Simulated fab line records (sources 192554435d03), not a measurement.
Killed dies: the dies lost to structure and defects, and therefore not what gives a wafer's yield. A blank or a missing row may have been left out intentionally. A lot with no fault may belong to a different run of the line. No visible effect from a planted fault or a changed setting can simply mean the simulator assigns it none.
fab line records || flow n5_finfet
[record] {"lots": 4, "wafers": 12, "last_day": 19}
route steps=1938 shown BEOL_M7@1324 BEOL_M8@1332 PASSIVATION@1936
lots with no fault: from the same line, run without faults
start_h: hours from the record's first day to the start of the lot's first wafer shown || wait_h: hours from the lot's prior step to this one || " the same as in the row above || L1.1+2: one row covering several wafers at once || - no value present, or no start provided || * or withheld: withheld || < > ~ a bound
route shown NAME@n: names a module that has steps shown in the file, with the first one's number in the route || usual: the fault-free wafers' mean and standard deviation || same: alike in all rows || chamber/n: place in a boat || sites: each site's reading || _std_site: how widely they spread, as a standard deviation || _edge_site: mean of outer sites minus mean of inner sites || radius_mm: for every site, how far away it sits from the centre of the wafer || mask NAME#n: copy n || behind: the last tool/chamber to shape the wafer || hold: the reason the lot was held/the length of the hold in hours/how it ended || device: the transistor (n, p or np) that didn't switch || end of line: the same wafers' tests at the end of the route || step lacking rows: just its recipe || killed: not the wafer's yield, but the dies lost to structure and defects at the first sort || map: a wafer's dies, marking killed ones x, the rest . and places with no die _
set.NAME: the setting the step ran with; set.NAME@STEP: the setting that earlier step ran with || model.NAME: the simulator's own value behind a step, which no gauge read
lots seen at some steps along the route; tables by step, rows by wafer
[[steps]]
[step N5_BEOL_M7_ECD_50]
[recipe] {"material": "Cu", "target_thk_a": 3000}
[step N5_BEOL_M7_ANNEAL_51]
[recipe] {"temp_c": 225, "time_s": 90, "ambient": "N2"}
[step N5_BEOL_M7_CMP_52]
[recipe] {"stop_on": "SiCOH_lowk", "t_overpolish_s": 6.9, "down_force_psi": 1, "platen_rpm": 50, "clearing_platen_down_force_psi": 1.5, "clearing_platen_rpm": 50, "post_cmp_clean": "cu_alkaline", "target_thk_nm": 80, "clearing_platen_pad_velocity_m_s": 0.99484, "pad_velocity_m_s": 0.99484}
[step N5_BEOL_M7_PRE_CLEAN_55]
[recipe] {"gas": "NH3", "time_s": 15, "temp_c": "withheld", "rf_power_w": 300}
[step N5_BEOL_M7_DEP_56]
[recipe] {"material": "SiCN", "target_thk_a": 100, "temp_c": "withheld", "precursor": "3MS/NH3", "pressure_torr": 3, "rf_w": 202, "time_s": 17.5}
[step N5_BEOL_M8_ILD_DEP_00]
[recipe] {"material": "SiCOH_lowk", "target_thk_a": 1797.5, "temp_c": 300, "precursor": "DEMS/porogen", "pressure_torr": 5, "rf_w": 500, "time_s": 33.4}
[step N5_BEOL_M8_CURE_74]
[recipe] {"temp_c": 385, "time_s": 240, "ambient": "He/Ar", "material": "SiCOH_lowk"}
[step N5_BEOL_M8_PECVD_70]
[recipe] {"material": "SiO2", "target_thk_a": 200, "temp_c": 400, "precursor": "TEOS/O2", "pressure_torr": 5.5, "rf_w": 450, "teos_flow_sccm": 53.8, "gas": "O2", "flow_sccm": 3000, "time_s": 22.7}
[step N5_BEOL_M8_HM_DEP_02]
[recipe] {"material": "TiN", "target_thk_a": 200, "temp_c": 25, "chamber_pressure_pa": 0.49996}
[usual] {"substrate_temp_c": "25.00/0.11", "throttle_valve_pct": "30.3/0.88"}
{"lot.wafer": "L829.1", "tool": "pvd_sputter-03", "chamber": "-", "start_h": 235.70, "wait_h": 2.2, "substrate_temp_c": 24.93, "throttle_valve_pct": 29.8}
{"lot.wafer": "L829.3", "tool": "pvd_sputter-03", "chamber": "-", "start_h": 235.70, "wait_h": 2.2, "substrate_temp_c": 25.02, "throttle_valve_pct": 31.6}
{"lot.wafer": "L829.4", "tool": "pvd_sputter-03", "chamber": "-", "start_h": 235.70, "wait_h": 2.2, "substrate_temp_c": 24.96, "throttle_valve_pct": 31.0}
{"lot.wafer": "L839.2", "tool": "pvd_sputter-03", "chamber": "-", "start_h": 296.12, "wait_h": 0.9, "substrate_temp_c": 24.84, "throttle_valve_pct": 31.6}
{"lot.wafer": "L839.3", "tool": "pvd_sputter-03", "chamber": "-", "start_h": 296.12, "wait_h": 0.9, "substrate_temp_c": 25.09, "throttle_valve_pct": 29.4}
{"lot.wafer": "L839.6", "tool": "pvd_sputter-03", "chamber": "-", "start_h": 296.12, "wait_h": 0.9, "substrate_temp_c": 24.90, "throttle_valve_pct": 29.8}
{"lot.wafer": "L842.1", "tool": "pvd_sputter-03", "chamber": "-", "start_h": 306.14, "wait_h": 0.5, "substrate_temp_c": 25.10, "throttle_valve_pct": 31.5}
{"lot.wafer": "L842.2", "tool": "pvd_sputter-03", "chamber": "-", "start_h": 306.14, "wait_h": 0.5, "substrate_temp_c": 24.98, "throttle_valve_pct": 29.8}
{"lot.wafer": "L842.3", "tool": "pvd_sputter-03", "chamber": "-", "start_h": 306.14, "wait_h": 0.5, "substrate_temp_c": 25.02, "throttle_valve_pct": 31.6}
{"lot.wafer": "L852.1", "tool": "pvd_sputter-02", "chamber": "-", "start_h": 369.59, "wait_h": 1.1, "substrate_temp_c": 25.13, "throttle_valve_pct": 30.0}
{"lot.wafer": "L852.2", "tool": "pvd_sputter-02", "chamber": "-", "start_h": 369.59, "wait_h": 1.1, "substrate_temp_c": 24.98, "throttle_valve_pct": 30.2}
{"lot.wafer": "L852.6", "tool": "pvd_sputter-02", "chamber": "-", "start_h": 369.59, "wait_h": 1.1, "substrate_temp_c": 25.03, "throttle_valve_pct": 31.8}
[step N5_BEOL_M8_COAT_59]
[recipe] {"resist": "SOC", "temp_c": 250, "time_s": 60, "spin_rpm": 1500, "resist_thk_nm": 100}
[step N5_BEOL_M8_COAT_60]
[recipe] {"resist": "SiARC", "temp_c": 220, "time_s": 60, "spin_rpm": 1500, "resist_thk_nm": 35}
[step N5_BEOL_M8_COAT_05]
[recipe] {"resist": "CAR-ArF", "spin_rpm": 1500, "resist_thk_nm": 90}
[step N5_BEOL_M8_EBR_07]
[recipe] {"solvent": "PGMEA", "ebr_width_mm": 1.5}
[step N5_BEOL_M8_SOFTBAKE_06]
[recipe] {"temp_c": 110, "time_s": 60, "resist": "CAR-ArF"}
[step N5_BEOL_M8_EXPOSE_08]
[recipe] {"mask_id": "M8", "na": 1.35, "source_shape": "dipole", "sigma_inner": 0.817, "sigma_outer": 0.97, "polarization": "te", "dose_mj": 68.25}
[step N5_BEOL_M8_PEB_09]
[recipe] {"peb_temp_c": "withheld", "peb_time_s": 60, "resist": "CAR-ArF"}
[step N5_BEOL_M8_DEVELOP_10]
[recipe] {"develop_time_s": 30, "developer": "TMAH", "resist": "CAR-ArF", "rinse_liquid": "diw", "dry": "air_spin", "dev_temp_c": 23}
[step N5_BEOL_M8_INSPECT_13]
[recipe] {"mode": "adi", "inspect_instrument": "brightfield"}
[usual] {"raw_defect_count": "408/110"}
{"lot.wafer": "L829.1", "tool": "defect_inspect-02", "chamber": "-", "start_h": 236.25, "wait_h": 0.0, "raw_defect_count": 498}
{"lot.wafer": "L829.3", "tool": "defect_inspect-02", "chamber": "-", "start_h": 236.25, "wait_h": 0.0, "raw_defect_count": 621}
{"lot.wafer": "L829.4", "tool": "defect_inspect-02", "chamber": "-", "start_h": 236.25, "wait_h": 0.0, "raw_defect_count": 492}
{"lot.wafer": "L839.2", "tool": "defect_inspect-01", "chamber": "-", "start_h": 296.55, "wait_h": 0.0, "raw_defect_count": 817}
{"lot.wafer": "L839.3", "tool": "defect_inspect-01", "chamber": "-", "start_h": 296.55, "wait_h": 0.0, "raw_defect_count": 1032}
{"lot.wafer": "L839.6", "tool": "defect_inspect-01", "chamber": "-", "start_h": 296.55, "wait_h": 0.0, "raw_defect_count": 785}
{"lot.wafer": "L842.1", "tool": "defect_inspect-01", "chamber": "-", "start_h": 306.69, "wait_h": 0.0, "raw_defect_count": 1110}
{"lot.wafer": "L842.2", "tool": "defect_inspect-01", "chamber": "-", "start_h": 306.69, "wait_h": 0.0, "raw_defect_count": 1036}
{"lot.wafer": "L842.3", "tool": "defect_inspect-01", "chamber": "-", "start_h": 306.69, "wait_h": 0.0, "raw_defect_count": 1057}
{"lot.wafer": "L852.1", "tool": "defect_inspect-02", "chamber": "-", "start_h": 370.03, "wait_h": 0.0, "raw_defect_count": 561}
{"lot.wafer": "L852.2", "tool": "defect_inspect-02", "chamber": "-", "start_h": 370.03, "wait_h": 0.0, "raw_defect_count": 485}
{"lot.wafer": "L852.6", "tool": "defect_inspect-02", "chamber": "-", "start_h": 370.03, "wait_h": 0.0, "raw_defect_count": 441}
[step N5_BEOL_M8_DESCUM_16]
[recipe] {"chemistry": "O2", "time_s": 7.9, "source_power_w": 50, "bias_power_w": 20, "pressure_mtorr": 20, "rf_frequency_hz": 2.712e+07, "temp_c": 40, "resist": "CAR-ArF", "o2_flow_sccm": 225}
[step N5_BEOL_M8_ETCH_61]
[recipe] {"chemistry": "CF4", "target": "SiARC", "target_depth_a": 455, "mask_material": "CAR-ArF", "time_s": 75.8, "ion_energy_ev": 80, "pressure_mtorr": 40, "source_w": 545, "bias_w": 36, "Ar_flow_sccm": 100, "cf4_flow_sccm": 100, "ends": "cleared"}
[step N5_BEOL_M8_ETCH_62]
[recipe] {"chemistry": "N2/H2", "target": "SOC", "target_depth_a": 1100, "overetch_a": 220, "mask_material": "SiARC", "temp_c": 40, "time_s": 165, "ion_energy_ev": 200, "pressure_mtorr": 30, "source_w": 840, "bias_w": 150, "n2_flow_sccm": 200, "h2_flow_sccm": 200}
[step N5_BEOL_M8_STRIP_68]
[recipe] {"chemistry": "N2/H2", "temp_c": 40, "n2_flow_sccm": 200, "h2_flow_sccm": 200, "rf_frequency_hz": 6e+07}
[step N5_BEOL_M8_STRIP_67]
[recipe] {"chemistry": "CF4", "resist": "SiARC", "power_w": 300, "bias_power_w": 75, "pressure_mtorr": 50, "cf4_flow_sccm": 150, "rf_frequency_hz": 6e+07}
[step N5_BEOL_M8_HM_OPEN_17]
[recipe] {"chemistry": "Cl2/BCl3", "target_depth_a": 200, "overetch_a": 60, "target": "TiN", "mask_material": "SOC", "ion_energy_ev": 150, "pressure_mtorr": 10, "icp_w": 1000, "bias_w": 126, "Cl2_flow_sccm": 53.25, "bcl3_flow_sccm": 21.75, "Ar_flow_sccm": 25}
[step N5_BEOL_M8_STRIP_19]
[recipe] {"chemistry": "O2", "power_w": 400, "temp_c": 40, "pressure_mtorr": 30, "rf_frequency_hz": 6e+07, "bias_power_w": 0, "overash_fraction": 0.2, "o2_flow_sccm": 225}
[step N5_BEOL_M8_COAT_63]
[recipe] {"resist": "SOC", "temp_c": 250, "time_s": 60, "spin_rpm": 1500, "resist_thk_nm": 60}
[step N5_BEOL_M8_COAT_64]
[recipe] {"resist": "SiARC", "temp_c": 220, "time_s": 60, "spin_rpm": 1500, "resist_thk_nm": 12}
[step N5_BEOL_M8_COAT_71]
[recipe] {"resist": "underlayer", "temp_c": 205, "time_s": 60, "spin_rpm": 1500, "resist_thk_nm": 5}
[step N5_BEOL_M8_COAT_22]
[recipe] {"resist": "CAR-EUV", "spin_rpm": 1500, "resist_thk_nm": 30}
[step N5_BEOL_M8_EBR_24]
[recipe] {"solvent": "PGMEA", "ebr_width_mm": 1.5}
[step N5_BEOL_M8_SOFTBAKE_23]
[recipe] {"temp_c": 110, "time_s": 60, "resist": "CAR-EUV"}
[step N5_BEOL_M8_EXPOSE_25]
[recipe] {"mask_id": "V7", "na": 0.33, "source_shape": "annular", "sigma_inner": 0.4, "sigma_outer": 0.8, "polarization": "unpolarized", "target_cd_nm": 40, "dose_mj": 42.5}
[step N5_BEOL_M8_PEB_26]
[recipe] {"peb_temp_c": 100, "peb_time_s": 60, "resist": "CAR-EUV"}
[step N5_BEOL_M8_DEVELOP_27]
[recipe] {"develop_time_s": 30, "developer": "TMAH", "resist": "CAR-EUV", "rinse_liquid": "surfactant_rinse", "dry": "air_spin", "dev_temp_c": 23}
[step N5_BEOL_M8_INSPECT_30]
[recipe] {"mode": "adi", "inspect_instrument": "brightfield"}
[usual] {"raw_defect_count": "410/110"}
{"lot.wafer": "L829.1", "tool": "defect_inspect-01", "chamber": "-", "start_h": 237.40, "wait_h": 0.1, "raw_defect_count": 509}
{"lot.wafer": "L829.3", "tool": "defect_inspect-01", "chamber": "-", "start_h": 237.40, "wait_h": 0.1, "raw_defect_count": 605}
{"lot.wafer": "L829.4", "tool": "defect_inspect-01", "chamber": "-", "start_h": 237.40, "wait_h": 0.1, "raw_defect_count": 513}
{"lot.wafer": "L839.2", "tool": "defect_inspect-02", "chamber": "-", "start_h": 298.96, "wait_h": 0.0, "raw_defect_count": 816}
{"lot.wafer": "L839.3", "tool": "defect_inspect-02", "chamber": "-", "start_h": 298.96, "wait_h": 0.0, "raw_defect_count": 999}
{"lot.wafer": "L839.6", "tool": "defect_inspect-02", "chamber": "-", "start_h": 298.96, "wait_h": 0.0, "raw_defect_count": 765}
{"lot.wafer": "L842.1", "tool": "defect_inspect-02", "chamber": "-", "start_h": 309.93, "wait_h": 0.1, "raw_defect_count": 1083}
{"lot.wafer": "L842.2", "tool": "defect_inspect-02", "chamber": "-", "start_h": 309.93, "wait_h": 0.1, "raw_defect_count": 1032}
{"lot.wafer": "L842.3", "tool": "defect_inspect-02", "chamber": "-", "start_h": 309.93, "wait_h": 0.1, "raw_defect_count": 1047}
{"lot.wafer": "L852.1", "tool": "defect_inspect-02", "chamber": "-", "start_h": 372.82, "wait_h": 0.1, "raw_defect_count": 573}
{"lot.wafer": "L852.2", "tool": "defect_inspect-02", "chamber": "-", "start_h": 372.82, "wait_h": 0.1, "raw_defect_count": 448}
{"lot.wafer": "L852.6", "tool": "defect_inspect-02", "chamber": "-", "start_h": 372.82, "wait_h": 0.1, "raw_defect_count": 442}
[step N5_PASSIVATION_PROBE_49]
[usual] {"defect_limited_yield": "91.6/1.4", "killed_at_M0_to_M3": "35/10", "killed_at_M4_up": "13/4.8", "killed_at_contacts": "12/7.2", "killed_at_front_end": "36/12", "killed_at_other": "4/3.1", "killed_dies": "100/17", "killed_open": "66/13", "killed_short": "32/7.3", "sort_bin_5_function": "5.0/0.94", "sort_bin_6_memory": "3.1/0.67", "sort_bin_8_speed": "0.01/0.047", "sort_n_pass": "1080/17"}
[same] {"gross_dies": 1180, "killed_at_back_side": 0, "sort_bin_4_leakage[%]": 0}
{"lot.wafer": "L829.1", "tool": "prober-01", "chamber": "-", "start_h": 317.19, "wait_h": 0.0, "defect_limited_yield[%]": 90.3, "killed_at_M0_to_M3": 35, "killed_at_M4_up": 12, "killed_at_contacts": 15, "killed_at_front_end": 50, "killed_at_other": 3, "killed_dies": 115, "killed_open": 76, "killed_short": 39, "sort_bin_5_function[%]": 5.3, "sort_bin_6_memory[%]": 4.1, "sort_bin_8_speed[%]": 0, "sort_n_pass": 1065}
{"lot.wafer": "L829.3", "tool": "prober-01", "chamber": "-", "start_h": 317.29, "wait_h": 0.1, "defect_limited_yield[%]": 90.8, "killed_at_M0_to_M3": 48, "killed_at_M4_up": 12, "killed_at_contacts": 23, "killed_at_front_end": 25, "killed_at_other": 0, "killed_dies": 108, "killed_open": 71, "killed_short": 37, "sort_bin_5_function[%]": 5.8, "sort_bin_6_memory[%]": 3.1, "sort_bin_8_speed[%]": 0, "sort_n_pass": 1072}
{"lot.wafer": "L829.4", "tool": "prober-01", "chamber": "-", "start_h": 317.34, "wait_h": 0.2, "defect_limited_yield[%]": 92.5, "killed_at_M0_to_M3": 32, "killed_at_M4_up": 8, "killed_at_contacts": 13, "killed_at_front_end": 33, "killed_at_other": 2, "killed_dies": 88, "killed_open": 56, "killed_short": 32, "sort_bin_5_function[%]": 4.9, "sort_bin_6_memory[%]": 2.0, "sort_bin_8_speed[%]": 0, "sort_n_pass": 1092}
{"lot.wafer": "L842.1", "tool": "prober-01", "chamber": "-", "start_h": 389.01, "wait_h": 0.0, "defect_limited_yield[%]": 86.7, "killed_at_M0_to_M3": 29, "killed_at_M4_up": 70, "killed_at_contacts": 11, "killed_at_front_end": 44, "killed_at_other": 3, "killed_dies": 157, "killed_open": 69, "killed_short": 29, "sort_bin_5_function[%]": 8.1, "sort_bin_6_memory[%]": 3.3, "sort_bin_8_speed[%]": 0, "sort_n_pass": 1023}
{"lot.wafer": "L842.2", "tool": "prober-01", "chamber": "-", "start_h": 389.06, "wait_h": 0.1, "defect_limited_yield[%]": 82.0, "killed_at_M0_to_M3": 25, "killed_at_M4_up": 133, "killed_at_contacts": 8, "killed_at_front_end": 42, "killed_at_other": 4, "killed_dies": 212, "killed_open": 61, "killed_short": 26, "sort_bin_5_function[%]": 11.1, "sort_bin_6_memory[%]": 4.5, "sort_bin_8_speed[%]": 0, "sort_n_pass": 968}
{"lot.wafer": "L842.3", "tool": "prober-01", "chamber": "-", "start_h": 389.11, "wait_h": 0.1, "defect_limited_yield[%]": 80.5, "killed_at_M0_to_M3": 34, "killed_at_M4_up": 136, "killed_at_contacts": 15, "killed_at_front_end": 41, "killed_at_other": 4, "killed_dies": 230, "killed_open": 68, "killed_short": 35, "sort_bin_5_function[%]": 12.7, "sort_bin_6_memory[%]": 4.7, "sort_bin_8_speed[%]": 0.17, "sort_n_pass": 950}
{"lot.wafer": "L839.2", "tool": "prober-01", "chamber": "-", "start_h": 389.65, "wait_h": 0.1, "defect_limited_yield[%]": 85.4, "killed_at_M0_to_M3": 25, "killed_at_M4_up": 79, "killed_at_contacts": 9, "killed_at_front_end": 55, "killed_at_other": 4, "killed_dies": 172, "killed_open": 55, "killed_short": 50, "sort_bin_5_function[%]": 8.6, "sort_bin_6_memory[%]": 3.6, "sort_bin_8_speed[%]": 0, "sort_n_pass": 1008}
{"lot.wafer": "L839.3", "tool": "prober-01", "chamber": "-", "start_h": 389.70, "wait_h": 0.1, "defect_limited_yield[%]": 82.1, "killed_at_M0_to_M3": 41, "killed_at_M4_up": 124, "killed_at_contacts": 9, "killed_at_front_end": 35, "killed_at_other": 2, "killed_dies": 211, "killed_open": 67, "killed_short": 31, "sort_bin_5_function[%]": 12.4, "sort_bin_6_memory[%]": 3.1, "sort_bin_8_speed[%]": 0, "sort_n_pass": 969}
{"lot.wafer": "L839.6", "tool": "prober-01", "chamber": "-", "start_h": 389.85, "wait_h": 0.3, "defect_limited_yield[%]": 88.9, "killed_at_M0_to_M3": 22, "killed_at_M4_up": 65, "killed_at_contacts": 14, "killed_at_front_end": 30, "killed_at_other": 0, "killed_dies": 131, "killed_open": 51, "killed_short": 28, "sort_bin_5_function[%]": 6.6, "sort_bin_6_memory[%]": 3.1, "sort_bin_8_speed[%]": 0, "sort_n_pass": 1049}
{"lot.wafer": "L852.1", "tool": "prober-02", "chamber": "-", "start_h": 448.75, "wait_h": 0.0, "defect_limited_yield[%]": 91.2, "killed_at_M0_to_M3": 26, "killed_at_M4_up": 6, "killed_at_contacts": 17, "killed_at_front_end": 52, "killed_at_other": 3, "killed_dies": 104, "killed_open": 75, "killed_short": 29, "sort_bin_5_function[%]": 4.6, "sort_bin_6_memory[%]": 4.1, "sort_bin_8_speed[%]": 0, "sort_n_pass": 1076}
{"lot.wafer": "L852.2", "tool": "prober-02", "chamber": "-", "start_h": 448.80, "wait_h": 0.1, "defect_limited_yield[%]": 89.7, "killed_at_M0_to_M3": 31, "killed_at_M4_up": 21, "killed_at_contacts": 18, "killed_at_front_end": 46, "killed_at_other": 5, "killed_dies": 121, "killed_open": 86, "killed_short": 35, "sort_bin_5_function[%]": 6.2, "sort_bin_6_memory[%]": 3.8, "sort_bin_8_speed[%]": 0, "sort_n_pass": 1059}
{"lot.wafer": "L852.6", "tool": "prober-02", "chamber": "-", "start_h": 449.00, "wait_h": 0.3, "defect_limited_yield[%]": 91.3, "killed_at_M0_to_M3": 43, "killed_at_M4_up": 6, "killed_at_contacts": 22, "killed_at_front_end": 29, "killed_at_other": 3, "killed_dies": 103, "killed_open": 67, "killed_short": 36, "sort_bin_5_function[%]": 4.6, "sort_bin_6_memory[%]": 4.0, "sort_bin_8_speed[%]": 0, "sort_n_pass": 1077}
// killed by level:class
L829.1 MOL_CONTACT_COAG:geometric_particle:open=14 FIN_SAQP:geometric_particle:short=11 FIN_SAQP:geometric_particle:open=9 BEOL_M1:geometric_particle:open=9 GATE_CUT:geometric_particle:short=8 BEOL_M0_SAQP:geometric_particle:open=8 BEOL_M4:geometric_particle:open=8 DUMMY_GATE:geometric_particle:open=5
L829.3 MOL_CONTACT_COAG:geometric_particle:open=20 BEOL_M1:geometric_particle:open=15 BEOL_M2:geometric_particle:open=9 BEOL_M0_SAQP:geometric_particle:open=7 FIN_SAQP:geometric_particle:short=5 BEOL_M0_SAQP:geometric_particle:short=5 DUMMY_GATE:geometric_particle:open=4 BEOL_M5:geometric_particle:short=4
L829.4 MOL_CONTACT_COAG:geometric_particle:open=12 BEOL_M0_SAQP:geometric_particle:open=11 FIN_SAQP:geometric_particle:short=8 FIN_SAQP:geometric_particle:open=8 BEOL_M0_SAQP:geometric_particle:short=6 BEOL_M1:geometric_particle:open=6 STI_FIN_REVEAL:geometric_particle:open=4 BEOL_M2:geometric_particle:open=4
L842.1 BEOL_M8:unspecified=58 MOL_CONTACT_COAG:geometric_particle:open=11 FIN_SAQP:geometric_particle:open=10 BEOL_M1:geometric_particle:open=10 STI_FIN_REVEAL:geometric_particle:open=6 STARTING-WAFER:geometric_particle:short=6 DUMMY_GATE:geometric_particle:open=5 BEOL_M0_SAQP:geometric_particle:open=5
L842.2 BEOL_M8:unspecified=125 STI_FIN_REVEAL:geometric_particle:open=9 BEOL_M1:geometric_particle:open=9 FIN_SAQP:geometric_particle:short=6 FIN_SAQP:geometric_particle:open=6 STARTING-WAFER:geometric_particle:open=6 BEOL_M2:geometric_particle:open=5 MOL_CONTACT_COAG:geometric_particle:open=4
L842.3 BEOL_M8:unspecified=122 FIN_SAQP:geometric_particle:open=11 MOL_CONTACT_COAG:geometric_particle:open=10 FIN_SAQP:geometric_particle:short=8 STI_FIN_REVEAL:geometric_particle:open=6 BEOL_M1:geometric_particle:open=6 BEOL_M0_SAQP:geometric_particle:short=6 BEOL_M2:geometric_particle:open=6
L839.2 BEOL_M8:unspecified=64 FIN_SAQP:geometric_particle:short=28 FIN_SAQP:geometric_particle:open=11 BEOL_M0_SAQP:geometric_particle:short=9 MOL_CONTACT_COAG:geometric_particle:open=8 BEOL_M4:geometric_particle:open=7 STI_FIN_REVEAL:geometric_particle:open=6 BEOL_M1:geometric_particle:open=6
L839.3 BEOL_M8:unspecified=113 BEOL_M0_SAQP:geometric_particle:short=10 MOL_CONTACT_COAG:geometric_particle:open=9 BEOL_M2:geometric_particle:open=7 DUMMY_GATE:geometric_particle:open=6 BEOL_M0_SAQP:geometric_particle:open=6 BEOL_M5:geometric_particle:open=6 STARTING-WAFER:geometric_particle:open=6
L839.6 BEOL_M8:unspecified=52 MOL_CONTACT_COAG:geometric_particle:open=9 BEOL_M0_SAQP:geometric_particle:open=6 BEOL_M4:geometric_particle:open=6 STARTING-WAFER:geometric_particle:open=6 FIN_SAQP:geometric_particle:short=5 STI_FIN_REVEAL:geometric_particle:open=5 MOL_CONTACT_COAG:geometric_particle:short=5
L852.1 MOL_CONTACT_COAG:geometric_particle:open=17 STI_FIN_REVEAL:geometric_particle:open=9 FIN_SAQP:geometric_particle:open=8 ILD0:geometric_particle:short=6 BEOL_M1:geometric_particle:open=6 FIN_SAQP:geometric_particle:short=5 DUMMY_GATE:geometric_particle:open=5 BEOL_M2:geometric_particle:open=5
L852.2 MOL_CONTACT_COAG:geometric_particle:open=14 FIN_SAQP:geometric_particle:open=10 STI_FIN_REVEAL:geometric_particle:open=8 BEOL_M1:geometric_particle:open=7 GATE_CUT:geometric_particle:short=7 BEOL_M3:geometric_particle:open=7 BEOL_M4:geometric_particle:open=6 GATE_CUT:geometric_particle:open=4
L852.6 MOL_CONTACT_COAG:geometric_particle:open=15 BEOL_M0:geometric_particle:open=11 BEOL_M0_SAQP:geometric_particle:open=8 MOL_CONTACT_COAG:geometric_particle:short=7 BEOL_M0_SAQP:geometric_particle:short=7 BEOL_M3:geometric_particle:open=6 FIN_SAQP:geometric_particle:short=5 DUMMY_GATE:geometric_particle:open=5
// map L839.3 (x killed, . not)
_________________...x..x..x..________________
______________.................._____________
___________x..........x........x...__________
__________.x.........x.............._________
________......................x......._______
_______....x...........................______
______..x......x........................_____
_____.x.......x..........................____
____...............x......x...x..x........___
___.......x................................__
___....xx........x...x.x............x......__
__....x......x..................x..x..x.x..._
__..x...x...x.....x...xx.....x........x....._
_.................x.........x....x...........
_xx................x................x........
_............x..x.......x..x.......x..x....x.
_.x..............x....x...............x......
_xx.........xx................x...........x..
_........................x..................x
_......x....x...x.........x..............x...
_..........x.....x.xx.....x......x...x.......
__..........x.x..x.x.....x............x....._
__.......x.....xx.xxxx..x.x.............x..._
___...........x.xxxxxxxxxxx...x.......x....__
___..........x.xxxxxxxxxx......x.......x...__
____..........xxxxxxxxxxxx...............x___
_____x.....x..xxxxxxxxxxxx..........x...x____
______........xxxxxxxxxxxx.x..x....x...._____
_______........xxxxxxxxxxxx............______
________..x....xxxxxxxxxxx.x.........._______
__________.....x.xxxxx.x.x.x........_________
___________.........xxxx...........__________
______________....xxxx.x........_____________
_________________..xx.xx.....________________
// map L842.3 (x killed, . not)
_________________...x........________________
______________x.x.........x...x._____________
___________.......x...........x....__________
__________...x....x.............xx.._________
________...x......x............x......_______
_______................x.............x.______
______x.......x...x...x................._____
_____....x...x.....x............x........____
____............x..xx..............xxx....___
___.......x..x....................x........__
___.x..............x.......x..............x__
__x.....x.xx......x......................x.._
__.............x....x...x..................._
_.......x.........x.xxx.x.........x.........x
_...............x.x..xxx.x.........x....x...x
_....x.............x.x..x.xx.......x.x.....x.
_.........x.x.....xxxxxxxxxxxx.........x.....
_.....x.........xxxxxxxxxxx.xx...........x...
_.x............x..xxxxxxxxxxx.......x........
_................xxxxxxxxxxxxx...............
_.............x.xxxxxxxxxxxxxx.x...x.........
__..............xxxxxxxxxxxxx.xx..........x._
__.x..........x..xxxxxxxxxxxxxx.x.....x....._
___x........x...x.xxxxxxxx.xx..............__
___x.....x....x.....x.xxxx.......x.......x.__
____................x.xxxx....x.x......x..___
_____.......x.x..........................____
______..........x..x...................._____
_______..............x........x........______
________..x........x...x..........x..._______
__________.........................._________
___________........x......x..x.xx..__________
______________..x....x.x........_____________
_________________........x...________________
[[key]]
[first_sign] {"step": "N5_BEOL_M8_INSPECT_13", "reading": "raw_defect_count", "direction": "up", "sigmas": 5.2, "usual": 408, "struck": 973}
[effect] {"step": "N5_BEOL_M8_INSPECT_30", "reading": "raw_defect_count", "direction": "up", "sigmas": 5.1, "usual": 410, "struck": 957}
[effect] {"step": "N5_PASSIVATION_PROBE_49", "reading": "killed_at_M4_up", "direction": "up", "sigmas": 19, "usual": 13, "struck": 101}
[more_kills_born_at] {"N5_BEOL_M8_HM_DEP_02@pvd_sputter-03": 534}
met_at N5_BEOL_M8_HM_DEP_02
struck_wafers L839.2,L839.3,L839.6,L842.1,L842.2,L842.3
onset_between 235.70 296.12
[fault] {"kind": "chamber_particle_source", "tool": "pvd_sputter-03", "chamber": "-", "onset_h": 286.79, "steps": "N5_BEOL_M8_HM_DEP_02", "rate_per_visit_cm2": 0.86738, "end_h": 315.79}
